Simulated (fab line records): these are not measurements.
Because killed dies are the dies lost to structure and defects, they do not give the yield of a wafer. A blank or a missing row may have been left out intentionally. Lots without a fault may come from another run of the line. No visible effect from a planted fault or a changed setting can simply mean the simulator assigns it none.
fab line records	flow n5-finfet
[record] lots = 7	wafers = 21	last-day = 17
route steps=1938 shown BEOL_M9@1462 BEOL_M10@1470
lots that met no fault: from a run of the same line without faults
start-h: the number of hours between the record's first day and the start of the first shown wafer of the lot	wait-h: hours from the lot's prior step to this one	" the same as in the row above	L1.1+2: several wafers, shown together as one row	- no value, or no start was given	* or withheld: withheld	< > ~ a bound
route shown NAME@n: names a module that has steps shown in the file, with the first one's number in the route	usual: average and standard deviation across the fault-free wafers	same: alike in all rows	chamber/n: place in a boat	sites: readings site by site	_std_site: their standard deviation	_edge_site: outer sites' mean less inner sites'	radius-mm: how far each site lies from the wafer's centre	mask NAME#n: copy n	behind: the tool/chamber that last shaped the wafer	hold: the reason the lot was held/the length of the hold in hours/how it ended	device: the transistor (n, p or np) that didn't switch	end of line: the route-end tests of the same wafers	a step given without rows: its recipe and nothing more	killed: not the wafer's yield, but the dies lost to structure and defects at the first sort	map: the dies of a wafer, with x for killed, . for not killed, _ for no die there
set.NAME: the setting that was run; set.NAME@STEP: the one run at that earlier step	model.NAME: the simulator's own value behind a step, which no gauge read
lots at selected steps of the route; one table per step, one row per wafer
services: a tool's chamber out of use, with start hour (start-h, from the record's first day; less than 0 if before it), hours out, and reason
[[steps]]
[step N5_BEOL_M9_ECD_50]
[recipe] material = Cu	target-thk-a = 3180
[step N5_BEOL_M9_ANNEAL_51]
[recipe] temp-c = 225	time-s = 90	ambient = N2
[usual] anneal-temp-c-max = 226.0/0.32	wafer_temp_C_max = 226.1/0.31
[same] time-s = 90
lot.wafer	tool	chamber	start-h	wait-h	anneal-temp-c-max	wafer_temp_C_max
L669.1	rtp-anneal-01	0	244.93	0.6	225.9	225.6
L669.2	"	0	"	"	226.0	225.8
L669.5	"	0	"	"	225.9	225.9
L671.2	rtp-anneal-02	0	256.70	0.1	225.3	226.7
L671.4	"	0	"	"	225.8	226.4
L671.6	"	0	"	"	225.9	226.7
L670.2	rtp-anneal-01	0	258.18	0.1	226.5	226.0
L670.3	"	0	"	"	226.2	226.0
L670.6	"	0	"	"	226.0	226.3
L673.1	rtp-anneal-01	0	264.31	0.2	225.9	225.6
L673.4	"	0	"	"	225.9	226.2
L673.6	"	0	"	"	226.0	225.9
L679.1	rtp-anneal-01	0	310.33	0.4	226.5	225.7
L679.2	"	0	"	"	225.9	225.8
L679.5	"	0	"	"	226.4	225.4
L680.1	rtp-anneal-01	0	319.07	0.3	226.2	226.2
L680.3	"	0	"	"	226.5	226.0
L680.5	"	0	"	"	226.7	226.1
L686.4	rtp-anneal-02	0	358.85	1.1	225.5	226.4
L686.5	"	0	"	"	225.3	226.2
L686.6	"	0	"	"	225.4	226.6
[step N5_BEOL_M9_CMP_52]
[recipe] stop-on = SiCOH_lowk	t-overpolish-s = 7	down-force-psi = 1	platen-rpm = 50	clearing-platen-down-force-psi = 1.5	clearing-platen-rpm = 50	post-cmp-clean = cu-alkaline	target-thk-nm = 140	clearing-platen-pad-velocity-m-s = 0.99484	pad-velocity-m-s = 0.99484
[step N5_BEOL_M9_THK_MEAS_53]
[recipe] thk-meas-gauge = xrf	reads = Cu_of_BEOL_M9_ECD_50
[usual] M9_THK = 142/3.2
lot.wafer	tool	chamber	start-h	wait-h	M9_THK[nm]
L669.1	film-metro-01	-	245.80	-	140
L669.2	"	-	"	"	142
L669.5	"	-	"	"	144
L671.2	film-metro-01	-	257.25	-	146
L671.4	"	-	"	"	142
L671.6	"	-	"	"	143
L670.2	film-metro-01	-	258.74	-	143
L670.3	"	-	"	"	138
L670.6	"	-	"	"	139
L673.1	film-metro-01	-	264.90	-	147
L673.4	"	-	"	"	137
L673.6	"	-	"	"	141
L679.1	film-metro-02	-	310.92	-	136
L679.2	"	-	"	"	137
L679.5	"	-	"	"	146
L680.1	film-metro-02	-	319.66	-	147
L680.3	"	-	"	"	146
L680.5	"	-	"	"	145
L686.4	film-metro-01	-	359.32	0.2	138
L686.5	"	-	"	"	146
L686.6	"	-	"	"	137
[step N5_BEOL_M9_PRE_CLEAN_55]
[recipe] gas = NH3	time-s = 15	temp-c = withheld	rf-power-w = 300
[step N5_BEOL_M9_DEP_56]
[recipe] material = SiCN	target-thk-a = 150	temp-c = withheld	precursor = 3MS/NH3	pressure-torr = 3	rf-w = 202	time-s = 26.5
[usual] chamber-pressure-Torr = 3.001/0.0064	rf-fwd-power-W = 199.7/0.84	showerhead-plenum-p-Torr = 3.670/0.011	throttle-valve-pct = 9.0/0.5
[same] time-s = 26.5
lot.wafer	tool	chamber	start-h	wait-h	chamber-pressure-Torr	rf-fwd-power-W	showerhead-plenum-p-Torr	throttle-valve-pct
L669.1	pecvd-03	2	245.87	0.0	2.997	200.3	3.665	8.5
L669.2	"	0	"	"	3.002	199.1	3.673	9.7
L669.5	"	2	"	"	3.012	200.4	3.674	8.4
L671.2	pecvd-01	2	257.31	0.0	2.991	200.6	3.672	9.0
L671.4	"	1	"	"	3.007	200.2	3.678	9.2
L671.6	"	0	"	"	3.015	200.5	3.682	8.3
L670.2	pecvd-01	1	258.81	0.0	3.003	200.0	3.680	9.4
L670.3	"	2	"	"	2.995	200.2	3.669	8.7
L670.6	"	1	"	"	2.998	199.3	3.675	9.2
L673.1	pecvd-04	2	264.96	0.0	3.004	198.5	3.646	8.7
L673.4	"	2	"	"	2.998	198.1	3.651	8.4
L673.6	"	1	"	"	3.002	200.3	3.676	9.4
L679.1	pecvd-03	1	310.99	0.0	3.004	201.4	3.655	9.7
L679.2	"	2	"	"	2.999	199.8	3.659	8.3
L679.5	"	2	"	"	2.995	199.8	3.663	8.3
L680.1	pecvd-01	2	319.72	0.0	3.007	200.4	3.660	9.2
L680.3	"	0	"	"	2.999	200.9	3.670	8.1
L680.5	"	2	"	"	3.006	200.2	3.669	8.7
L686.4	pecvd-01	1	359.40	0.0	2.996	200.4	3.680	8.9
L686.5	"	0	"	"	2.994	200.1	3.676	8.4
L686.6	"	2	"	"	3.005	199.7	3.665	8.9
[step N5_BEOL_M9_RS_MEAS_57]
[recipe] thk-meas-gauge = four-point-probe	reads = Cu_of_BEOL_M9_ECD_50+Co_of_BEOL_M9_CVD_78+TaN_of_BEOL_M9_ALD_74
[usual] M9_RS = 0.151/0.0037
lot.wafer	tool	chamber	start-h	wait-h	M9_RS[ohm/sq]
L669.1	film-metro-02	-	245.94	0.1	0.154
L669.2	"	-	"	"	0.151
L669.5	"	-	"	"	0.149
L671.2	film-metro-01	-	257.39	0.1	0.147
L671.4	"	-	"	"	0.151
L671.6	"	-	"	"	0.149
L670.2	film-metro-01	-	258.88	0.1	0.150
L670.3	"	-	"	"	0.156
L670.6	"	-	"	"	0.155
L673.1	film-metro-01	-	265.03	0.1	0.146
L673.4	"	-	"	"	0.158
L673.6	"	-	"	"	0.154
L679.1	film-metro-02	-	311.06	0.1	0.157
L679.2	"	-	"	"	0.156
L679.5	"	-	"	"	0.145
L680.1	film-metro-02	-	319.79	0.1	0.145
L680.3	"	-	"	"	0.147
L680.5	"	-	"	"	0.148
L686.4	film-metro-02	-	359.46	0.0	0.155
L686.5	"	-	"	"	0.146
L686.6	"	-	"	"	0.157
[step N5_BEOL_M9_INSPECT_58]
[recipe] inspect-instrument = darkfield	mode = post-dep
[usual] raw-defect-count = 77/24
lot.wafer	tool	chamber	start-h	wait-h	raw-defect-count
L669.1	defect-inspect-02	-	245.96	0.0	65
L669.2	"	-	"	"	69
L669.5	"	-	"	"	44
L671.2	defect-inspect-02	-	257.41	0.0	109
L671.4	"	-	"	"	90
L671.6	"	-	"	"	101
L670.2	defect-inspect-02	-	258.91	0.0	94
L670.3	"	-	"	"	64
L670.6	"	-	"	"	79
L673.1	defect-inspect-02	-	265.06	0.0	94
L673.4	"	-	"	"	84
L673.6	"	-	"	"	76
L679.1	defect-inspect-02	-	311.08	0.0	107
L679.2	"	-	"	"	74
L679.5	"	-	"	"	92
L680.1	defect-inspect-01	-	319.82	0.0	85
L680.3	"	-	"	"	59
L680.5	"	-	"	"	69
L686.4	defect-inspect-02	-	359.48	0.0	71
L686.5	"	-	"	"	68
L686.6	"	-	"	"	32
[step N5_BEOL_M10_ILD_DEP_00]
[recipe] material = SiCOH_lowk	target-thk-a = 3085.1	temp-c = 300	precursor = DEMS/porogen	pressure-torr = 5	rf-w = 500	time-s = 58
[usual] chamber-pressure-Torr = 4.999/0.01	heater-power-outer-w = 129/27	heater-power-w = 290/41	showerhead-plenum-p-Torr = 5.736/0.016	throttle-valve-pct = 14.0/0.68
[same] time-s = 58
lot.wafer	tool	chamber	start-h	wait-h	chamber-pressure-Torr	heater-power-outer-w	heater-power-w	showerhead-plenum-p-Torr	throttle-valve-pct
L669.1	pecvd-02	0	246.00	0.0	4.989	143	297	5.731	14.3
L669.2	"	1	"	"	5.021	121	268	5.727	13.4
L669.5	"	0	"	"	5.000	145	311	5.740	14.2
L671.2	pecvd-03	2	257.45	0.0	4.988	148	327	5.741	12.8
L671.4	"	2	"	"	5.011	148	339	5.734	12.7
L671.6	"	1	"	"	5.001	114	264	5.732	14.8
L670.2	pecvd-02	1	258.94	0.0	4.990	113	270	5.737	13.7
L670.3	"	0	"	"	5.022	147	308	5.735	14.4
L670.6	"	2	"	"	4.997	189	356	5.719	13.5
L673.1	pecvd-03	2	265.10	0.0	4.996	166	359	5.730	12.6
L673.4	"	0	"	"	5.000	152	321	5.738	14.7
L673.6	"	2	"	"	4.997	105	285	5.733	13.0
L679.1	pecvd-03	2	311.12	0.0	4.992	154	332	5.744	12.8
L679.2	"	1	"	"	4.996	78	215	5.736	15.1
L679.5	"	0	"	"	4.996	140	307	5.761	14.9
L680.1	pecvd-04	0	319.86	0.0	4.989	138	320	5.756	14.2
L680.3	"	1	"	"	4.991	119	287	5.749	13.9
L680.5	"	0	"	"	5.000	140	325	5.760	14.6
L686.4	pecvd-03	1	359.55	0.1	5.004	84	224	5.724	14.8
L686.5	"	2	"	"	4.996	164	354	5.742	13.0
L686.6	"	0	"	"	5.009	130	290	5.751	14.6
[step N5_BEOL_M10_CURE_71]
[recipe] temp-c = 385	time-s = 240	ambient = He/Ar	material = SiCOH_lowk
[step N5_BEOL_M10_THK_MEAS_01]
[recipe] reads = SiCOH_lowk_of_BEOL_M10_ILD_DEP_00
[usual] M10_ILD_THK = 267/3.4
lot.wafer	tool	chamber	start-h	wait-h	M10_ILD_THK[nm]
L669.1	film-metro-01	-	246.59	0.4	268
L669.2	"	-	"	"	265
L669.5	"	-	"	"	269
L671.2	film-metro-01	-	258.52	0.7	263
L671.4	"	-	"	"	268
L671.6	"	-	"	"	263
L670.2	film-metro-02	-	259.53	0.4	265
L670.3	"	-	"	"	265
L670.6	"	-	"	"	269
L673.1	film-metro-02	-	265.69	0.4	266
L673.4	"	-	"	"	271
L673.6	"	-	"	"	271
L679.1	film-metro-02	-	311.71	0.4	263
L679.2	"	-	"	"	261
L679.5	"	-	"	"	269
L680.1	film-metro-02	-	320.45	0.4	265
L680.3	"	-	"	"	267
L680.5	"	-	"	"	272
L686.4	film-metro-02	-	360.12	0.2	266
L686.5	"	-	"	"	267
L686.6	"	-	"	"	264
[step N5_BEOL_M10_PECVD_70]
[recipe] material = SiO2	target-thk-a = 200	temp-c = 400	precursor = TEOS/O2	pressure-torr = 5.5	rf-w = 450	teos-flow-sccm = 53.8	gas = O2	flow-sccm = 3000	time-s = 22.7
[step N5_BEOL_M10_HM_DEP_02]
[recipe] material = TiN	target-thk-a = 200	temp-c = 25	chamber-pressure-pa = 0.49996
[usual] chamber-pressure-pa = 0.5001/0.00091	substrate-temp-c = 25.00/0.11	throttle-valve-pct = 30.0/1
lot.wafer	tool	chamber	start-h	wait-h	chamber-pressure-pa	substrate-temp-c	throttle-valve-pct
L669.1	pvd-sputter-02	-	247.33	0.7	0.5026	25.09	30.2
L669.2	"	-	"	"	0.4997	24.84	29.7
L669.5	"	-	"	"	0.5004	25.04	31.2
L671.2	pvd-sputter-02	-	261.20	2.6	-	-	-
L671.4	"	-	"	"	-	-	-
L671.6	"	-	"	"	-	-	-
L670.2	pvd-sputter-01	-	261.51	1.9	-	-	-
L670.3	"	-	"	"	-	-	-
L670.6	"	-	"	"	-	-	-
L673.1	pvd-sputter-02	-	265.92	0.2	-	-	-
L673.4	"	-	"	"	-	-	-
L673.6	"	-	"	"	-	-	-
L679.1	pvd-sputter-02	-	312.28	0.5	0.5004	24.90	29.9
L679.2	"	-	"	"	0.4989	25.15	31.2
L679.5	"	-	"	"	0.5012	25.03	30.1
L680.1	pvd-sputter-02	-	323.77	3.3	0.4992	25.07	30.6
L680.3	"	-	"	"	0.4991	25.13	31.2
L680.5	"	-	"	"	0.4987	25.08	30.2
L686.4	pvd-sputter-02	-	360.39	0.2	0.5014	24.91	30.6
L686.5	"	-	"	"	0.5007	25.16	30.2
L686.6	"	-	"	"	0.5010	24.89	31.4
[step N5_BEOL_M10_COAT_59]
[recipe] resist = SOC	temp-c = 250	time-s = 60	spin-rpm = 1500	resist-thk-nm = 100
[step N5_BEOL_M10_COAT_60]
[recipe] resist = SiARC	temp-c = 220	time-s = 60	spin-rpm = 1500	resist-thk-nm = 30
[step N5_BEOL_M10_COAT_05]
[recipe] resist = CAR-ArF	spin-rpm = 1500	resist-thk-nm = 90
[step N5_BEOL_M10_EBR_07]
[recipe] solvent = PGMEA	ebr-width-mm = 1.5
[step N5_BEOL_M10_SOFTBAKE_06]
[recipe] temp-c = 110	time-s = 60	resist = CAR-ArF
[step N5_BEOL_M10_EXPOSE_08]
[recipe] mask-id = M10	na = 1.35	source-shape = dipole	sigma-inner = 0.411	sigma-outer = 0.611	polarization = te	dose-mj = 53.75
[step N5_BEOL_M10_PEB_09]
[recipe] peb-temp-c = withheld	peb-time-s = 60	resist = CAR-ArF
[step N5_BEOL_M10_DEVELOP_10]
[recipe] develop-time-s = 30	developer = TMAH	resist = CAR-ArF	rinse-liquid = diw	dry = air-spin	dev-temp-c = 23
[step N5_BEOL_M10_CD_MEAS_11]
[recipe] target-cd-nm = 64.1	landing-energy-ev = 500	detector = se-inlens	polarity = opening
[usual] cd-nm = 64.1/0.56
lot.wafer	tool	chamber	start-h	wait-h	cd-nm
L669.1	cd-sem-01	0	247.82	-	63.3
L669.2	"	0	"	"	64.1
L669.5	"	0	"	"	63.6
L671.2	cd-sem-03	0	261.70	-	64.0
L671.4	"	0	"	"	63.6
L671.6	"	0	"	"	65.0
L670.2	cd-sem-01	0	262.01	-	64.7
L670.3	"	0	"	"	64.6
L670.6	"	0	"	"	63.9
L673.1	cd-sem-02	0	266.29	-	64.8
L673.4	"	0	"	"	64.9
L673.6	"	0	"	"	64.1
L679.1	cd-sem-03	0	312.65	-	64.2
L679.2	"	0	"	"	63.6
L679.5	"	0	"	"	64.0
L680.1	cd-sem-03	0	324.26	-	64.6
L680.3	"	0	"	"	63.6
L680.5	"	0	"	"	64.0
L686.4	cd-sem-03	0	360.77	-	64.2
L686.5	"	0	"	"	63.1
L686.6	"	0	"	"	64.1
[step N5_BEOL_M10_OVL_MEAS_12]
[recipe] points-per-wafer = 44
[usual] M10_OVL = -0.1/0.89
lot.wafer	tool	chamber	start-h	wait-h	M10_OVL[nm]
L669.1	overlay-01	0	247.87	0.0	-1.1
L669.2	"	0	"	"	-1.9
L669.5	"	0	"	"	-1.8
L671.2	overlay-01	0	261.73	0.0	-1.2
L671.4	"	0	"	"	0.2
L671.6	"	0	"	"	0.8
L670.2	overlay-02	0	262.04	0.0	-0.4
L670.3	"	0	"	"	-0.7
L670.6	"	0	"	"	-0.4
L673.1	overlay-01	0	266.32	0.0	-1.2
L673.4	"	0	"	"	0.3
L673.6	"	0	"	"	-1.0
L679.1	overlay-02	0	312.68	0.0	-1.0
L679.2	"	0	"	"	-1.5
L679.5	"	0	"	"	-1.4
L680.1	overlay-01	0	324.29	0.0	-0.2
L680.3	"	0	"	"	-0.8
L680.5	"	0	"	"	-0.4
L686.4	overlay-02	0	360.79	0.0	0.4
L686.5	"	0	"	"	-0.5
L686.6	"	0	"	"	-0.5
[step N5_BEOL_M10_INSPECT_13]
[recipe] mode = adi	inspect-instrument = brightfield
[usual] raw-defect-count = 475/110
lot.wafer	tool	chamber	start-h	wait-h	raw-defect-count
L669.1	defect-inspect-02	-	247.89	0.0	464
L669.2	"	-	"	"	490
L669.5	"	-	"	"	336
L671.2	defect-inspect-01	-	261.75	0.0	304
L671.4	"	-	"	"	263
L671.6	"	-	"	"	302
L670.2	defect-inspect-01	-	262.06	0.0	333
L670.3	"	-	"	"	273
L670.6	"	-	"	"	276
L673.1	defect-inspect-02	-	266.35	0.0	388
L673.4	"	-	"	"	336
L673.6	"	-	"	"	323
L679.1	defect-inspect-02	-	312.71	0.0	752
L679.2	"	-	"	"	710
L679.5	"	-	"	"	755
L680.1	defect-inspect-01	-	324.32	0.0	572
L680.3	"	-	"	"	353
L680.5	"	-	"	"	452
L686.4	defect-inspect-02	-	360.82	0.0	417
L686.5	"	-	"	"	428
L686.6	"	-	"	"	443
[step N5_BEOL_M10_DESCUM_16]
[recipe] chemistry = O2	time-s = 7.9	source-power-w = 50	bias-power-w = 20	pressure-mtorr = 20	rf-frequency-hz = 2.712e+07	temp-c = 40	resist = CAR-ArF	o2-flow-sccm = 225
[step N5_BEOL_M10_ETCH_61]
[recipe] chemistry = CF4	target = SiARC	target-depth-a = 390	mask-material = CAR-ArF	time-s = 65	ion-energy-ev = 80	pressure-mtorr = 40	source-w = 545	bias-w = 36	Ar_flow_sccm = 100	cf4-flow-sccm = 100	ends = cleared
[usual] drypump-motor-current-A = 5.8/0.36	etch-rf-on-time-s = 64.6/1.4	oes-product-au = 0.70/0.077	rf-vpp-V = 184.2/1.2	showerhead-plenum-p-Torr = 2.15/0.072	throttle-valve-pct = 15.55/0.22
lot.wafer	tool	chamber	start-h	wait-h	drypump-motor-current-A	etch-rf-on-time-s	oes-product-au	rf-hours-counter-h	rf-vpp-V	showerhead-plenum-p-Torr	throttle-valve-pct
L669.1	rie-diel-04	2	247.96	0.0	5.5	66.2	0.60	209	182.3	2.05	15.70
L669.2	"	0	"	"	6.4	63.8	0.80	9	183.4	2.20	15.80
L669.5	"	3	"	"	5.7	62.6	0.78	-	185.0	2.18	15.38
L671.2	rie-diel-03	3	261.82	0.0	5.5	63.6	0.75	42	185.0	2.10	15.61
L671.4	"	0	"	"	5.8	67.0	0.57	247	184.8	2.20	15.46
L671.6	"	1	"	"	5.8	64.6	0.70	-	184.9	2.15	15.59
L670.2	rie-diel-04	0	262.13	0.0	6.4	63.2	0.79	13	184.8	2.20	15.80
L670.3	"	3	"	"	5.6	62.8	0.79	21	184.5	2.18	15.40
L670.6	"	1	"	"	6.1	63.7	0.70	-	186.0	2.16	15.41
L673.1	rie-diel-04	3	266.54	0.0	5.7	63.2	0.77	22	183.7	2.18	15.39
L673.4	"	0	"	"	6.4	62.4	0.80	16	184.0	2.19	15.80
L673.6	"	1	"	"	6.1	64.1	0.69	-	184.2	2.15	15.44
L679.1	rie-diel-03	1	312.78	0.0	5.8	64.7	0.67	88	183.5	2.14	15.62
L679.2	"	0	"	"	5.8	66.0	0.79	15	185.1	2.19	15.03
L679.5	"	3	"	"	5.5	64.7	0.72	-	183.7	2.09	15.63
L680.1	rie-diel-04	3	324.47	0.0	5.7	62.7	0.75	42	184.3	2.17	15.43
L680.3	"	0	"	"	6.4	63.3	0.76	36	185.1	2.19	15.86
L680.5	"	2	"	"	5.4	65.6	0.58	-	180.4	2.04	15.78
L686.4	rie-diel-04	2	360.91	0.0	5.5	65.8	0.58	248	183.7	2.04	15.80
L686.5	"	3	"	"	5.7	63.1	0.73	-	183.4	2.16	15.45
L686.6	"	0	"	"	6.4	63.1	0.75	-	183.2	2.18	15.89
[step N5_BEOL_M10_ETCH_62]
[recipe] chemistry = N2/H2	target = SOC	target-depth-a = 1100	overetch-a = 220	mask-material = SiARC	temp-c = 40	time-s = 165	ion-energy-ev = 200	pressure-mtorr = 30	source-w = 840	bias-w = 150	n2-flow-sccm = 200	h2-flow-sccm = 200
[step N5_BEOL_M10_STRIP_68]
[recipe] chemistry = N2/H2	temp-c = 40	n2-flow-sccm = 200	h2-flow-sccm = 200	rf-frequency-hz = 6e+07
[step N5_BEOL_M10_STRIP_67]
[recipe] chemistry = CF4	resist = SiARC	power-w = 300	bias-power-w = 75	pressure-mtorr = 50	cf4-flow-sccm = 150	rf-frequency-hz = 6e+07
[step N5_BEOL_M10_HM_OPEN_17]
[recipe] chemistry = Cl2/BCl3	target-depth-a = 200	overetch-a = 60	target = TiN	mask-material = SOC	ion-energy-ev = 150	pressure-mtorr = 10	icp-w = 1000	bias-w = 126	Cl2_flow_sccm = 53.25	bcl3-flow-sccm = 21.75	Ar_flow_sccm = 25
[usual] drypump-motor-current-A = 5.5/0.41	oes_ar_750_au = 0.83/0.064	oes-product-au = 0.70/0.066	throttle-valve-pct = 22.1/0.36
lot.wafer	tool	chamber	start-h	wait-h	drypump-motor-current-A	oes_ar_750_au	oes-product-au	rf-hours-counter-h	throttle-valve-pct	model.etch.depth-nm
L669.1	rie-metal-02	1	248.20	0.0	6.1	0.99	0.84	0	22.3	20.1
L669.2	"	0	"	"	6.0	0.87	0.74	10	21.6	19.83
L669.5	"	1	"	"	6.1	1.00	0.83	-	22.3	19.48
L671.2	rie-metal-03	1	262.09	0.1	5.3	0.76	0.27	-	23.0	0
L671.4	"	1	"	"	5.3	0.76	0.28	-	23.0	0
L671.6	"	1	"	"	5.3	0.75	0.27	-	23.0	0
L670.2	rie-metal-03	1	262.40	0.1	5.3	0.76	0.27	-	23.0	0
L670.3	"	1	"	"	5.3	0.75	0.28	-	23.0	0
L670.6	"	1	"	"	5.3	0.75	0.27	-	23.0	0
L673.1	rie-metal-02	0	266.78	0.0	6.0	0.86	0.33	12	22.3	0
L673.4	"	0	"	"	6.0	0.86	0.32	-	22.3	0
L673.6	"	0	"	"	6.0	0.86	0.32	-	22.3	0
L679.1	rie-metal-03	1	313.01	0.0	5.3	0.74	0.61	60	22.3	20.11
L679.2	"	0	"	"	5.5	0.87	0.72	19	22.6	19.87
L679.5	"	0	"	"	5.6	0.88	0.72	-	22.6	20.14
L680.1	rie-metal-01	1	324.71	0.0	5.1	0.84	0.75	12	22.3	20.07
L680.3	"	0	"	"	5.1	0.75	0.62	-	21.7	19.82
L680.5	"	0	"	"	5.1	0.75	0.62	-	21.7	20.03
L686.4	rie-metal-01	1	361.17	0.1	5.1	0.84	0.75	-	22.3	20.18
L686.5	"	0	"	"	5.0	0.74	0.62	-	21.7	20.19
L686.6	"	1	"	"	5.1	0.83	0.74	-	22.3	19.89
[step N5_BEOL_M10_STRIP_19]
[recipe] chemistry = O2	power-w = 400	temp-c = 40	pressure-mtorr = 30	rf-frequency-hz = 6e+07	bias-power-w = 0	overash-fraction = 0.2	o2-flow-sccm = 225
[usual] drypump-motor-current-A = 5.8/0.36	oes-product-au = 0.84/0.087	rf-vpp-V = 3.5/0.58	showerhead-plenum-p-Torr = 2.12/0.063	throttle-valve-pct = 16.56/0.25
lot.wafer	tool	chamber	start-h	wait-h	drypump-motor-current-A	oes-product-au	rf-hours-counter-h	rf-vpp-V	showerhead-plenum-p-Torr	throttle-valve-pct
L669.1	rie-diel-03	3	248.39	0.2	5.5	0.88	39	2.8	2.07	16.76
L669.2	"	2	"	"	5.8	0.97	5	3.1	2.23	16.21
L669.5	"	1	"	"	5.8	0.81	-	3.4	2.11	16.65
L671.2	rie-diel-05	0	262.30	0.2	6.6	0.79	136	3.6	2.18	16.72
L671.4	"	2	"	"	5.1	0.85	49	3.7	2.20	16.18
L671.6	"	1	"	"	5.6	0.69	-	4.0	1.96	16.63
L670.2	rie-diel-04	1	262.60	0.2	6.1	0.81	94	3.6	2.10	16.43
L670.3	"	0	"	"	6.4	0.93	14	4.3	2.14	16.85
L670.6	"	3	"	"	5.7	0.91	-	4.6	2.16	16.60
L673.1	rie-diel-05	3	267.04	0.2	5.7	0.68	246	2.6	2.08	16.81
L673.4	"	2	"	"	5.1	0.85	51	3.7	2.20	16.17
L673.6	"	3	"	"	5.7	0.67	-	3.9	2.08	16.82
L679.1	rie-diel-05	2	313.14	0.1	5.1	0.83	66	2.9	2.19	16.21
L679.2	"	3	"	"	5.7	0.97	3	3.7	2.08	16.40
L679.5	"	2	"	"	5.1	0.84	-	4.1	2.19	16.19
L680.1	rie-diel-03	1	324.90	0.2	5.8	0.78	92	3.5	2.10	16.72
L680.3	"	3	"	"	5.5	0.85	70	4.2	2.06	16.78
L680.5	"	0	"	"	5.8	0.92	-	4.7	2.16	16.15
L686.4	rie-diel-03	1	361.25	0.1	5.8	0.78	101	2.8	2.10	16.75
L686.5	"	0	"	"	5.8	0.91	-	3.2	2.15	16.16
L686.6	"	3	"	"	5.5	0.83	-	3.0	2.05	16.83
[step N5_BEOL_M10_CD_MEAS_18]
[recipe] pitch-nm = 140	target-cd-nm = 70
[usual] cd-nm = 70.0/0.56
lot.wafer	tool	chamber	start-h	wait-h	cd-nm
L669.1	cd-sem-02	-	248.46	0.0	69.1
L669.2	"	-	"	"	70.4
L669.5	"	-	"	"	70.3
L671.2	cd-sem-03	-	262.37	0.1	-
L671.4	"	-	"	"	-
L671.6	"	-	"	"	-
L670.2	cd-sem-02	-	262.67	0.1	-
L670.3	"	-	"	"	-
L670.6	"	-	"	"	-
L673.1	cd-sem-01	-	267.11	0.0	-
L673.4	"	-	"	"	-
L673.6	"	-	"	"	-
L679.1	cd-sem-02	-	313.21	0.0	69.5
L679.2	"	-	"	"	69.0
L679.5	"	-	"	"	70.1
L680.1	cd-sem-02	-	324.97	0.0	71.0
L680.3	"	-	"	"	69.7
L680.5	"	-	"	"	69.6
L686.4	cd-sem-02	-	361.33	0.1	69.7
L686.5	"	-	"	"	69.2
L686.6	"	-	"	"	70.1
[step N5_BEOL_M10_COAT_63]
[recipe] resist = SOC	temp-c = 250	time-s = 60	spin-rpm = 1500	resist-thk-nm = 100
[[services]]
tool	chamber	start-h	hours	kind
pecvd-04	-	222.72	0.5	repair
rie-metal-02	-	232.71	14.6	pm
pecvd-03	1	236.93	4.2	repair
rie-diel-03	3	248.74	6.3	repair
pecvd-01	-	249.84	0.6	repair
rie-diel-04	3	251.44	4.5	repair
rie-metal-03	0	255.47	17.8	repair
rie-diel-05	3	256.33	3.1	repair
rie-diel-03	2	262.22	1.6	repair
rie-metal-02	1	266.73	10.1	repair
pecvd-01	-	269.73	1.0	repair
pecvd-04	-	270.16	2.9	repair
rie-diel-04	1	270.31	3.5	repair
pecvd-04	2	282.31	4.7	repair
rie-diel-03	2	283.29	16.3	repair
rie-metal-03	1	287.20	1.0	repair
pecvd-04	-	290.23	1.7	repair
rie-metal-03	-	290.47	4.0	pm
rie-diel-05	2	309.40	3.4	repair
rie-metal-03	0	318.23	5.4	repair
rie-diel-05	3	320.86	5.4	repair
rie-diel-03	1	344.53	6.7	repair
rie-diel-04	0	355.13	2.6	repair
pecvd-01	-	357.40	1.4	repair
[[key]]
[first-sign] step = N5_BEOL_M10_HM_DEP_02	reading = tool-record	direction = missing
[effect] step = N5_BEOL_M10_HM_OPEN_17	reading = oes-product-au	direction = down	sigmas = 6.2	usual = 0.70	struck = 0.29
[effect] step = N5_BEOL_M10_CD_MEAS_18	reading = cd-nm	direction = missing
[model-effect] step = N5_BEOL_M10_HM_OPEN_17	value = etch.depth-nm	without = 19.92	struck = 0
met-at N5_BEOL_M10_HM_DEP_02
struck-wafers L670.2,L670.3,L670.6,L671.2,L671.4,L671.6,L673.1,L673.4,L673.6
later-rows-left-out L670.2,L670.3,L670.6,L671.2,L671.4,L671.6,L673.1,L673.4,L673.6
sort-left-out L670.2,L670.3,L670.6,L671.2,L671.4,L671.6,L673.1,L673.4,L673.6
onset-between 247.33 261.20
[fault] kind = skipped-step-whole	tool = pvd-sputter-01,pvd-sputter-02	chamber = -	onset-h = 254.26	steps = N5_BEOL_M10_HM_DEP_02	scope = struck-lots-only
// sort-left-out: the simulated sort isn't trusted on such a fault, so these wafers' sort isn't shown, and their yield isn't known
// later-rows-left-out: the simulator's readings of these wafers behind a module that went badly wrong aren't trusted and aren't shown, but for the sort
